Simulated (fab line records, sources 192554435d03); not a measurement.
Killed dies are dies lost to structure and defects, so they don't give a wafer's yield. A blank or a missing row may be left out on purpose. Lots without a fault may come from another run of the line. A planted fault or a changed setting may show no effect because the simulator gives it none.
Chamber matching | flow n5_finfet | N5_BEOL_M4_STRIP_36 on rie_diel-04: 4 sister chambers
The step strips in N2/H2. 4 wafers are shown with their chamber, then 7 later ones without.

WAFERS WITH THEIR CHAMBER
wafer  | chamber | drypump_motor_current_A (A)
L089.3 | 2       | 4.9
L091.2 | 1       | 5.8
L090.1 | 0       | 6.1
L090.4 | 3       | 4.9

WAFERS WITHOUT THEIR CHAMBER
wafer  | drypump_motor_current_A (A)
L090.6 | 4.9
L093.3 | 4.9
L093.4 | 4.9
L093.5 | 6.0
L094.1 | 5.8
L094.4 | 6.0
L094.6 | 5.8

WHICH CHAMBER EACH WENT THROUGH
wafer  | from the rows above     | in truth
L090.6 | can't be placed: 2 or 3 | 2
L093.3 | can't be placed: 2 or 3 | 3
L093.4 | can't be placed: 2 or 3 | 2
L093.5 | can't be placed: 0 or 1 | 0
L094.1 | 1                       | 1
L094.4 | can't be placed: 0 or 1 | 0
L094.6 | 1                       | 1
Placed correctly: 2 of 7. Can't be placed from these rows: 5 (the true chamber is among the candidates in 5). Placed wrongly: 0.
How it was worked out, from the rows above alone: a wafer's distance from a chamber is the root of the sum, over the readings, of the square of ((its reading less the chamber's mean) divided by the reading's scatter). The wafer belongs to the nearest chamber; if the next one is less than 2 further off, it can't be placed. A chamber's mean is the mean of its shown wafers. The scatter: with one shown wafer a chamber, the root of the mean of the squares of how far each hidden wafer lies from its nearest shown one.
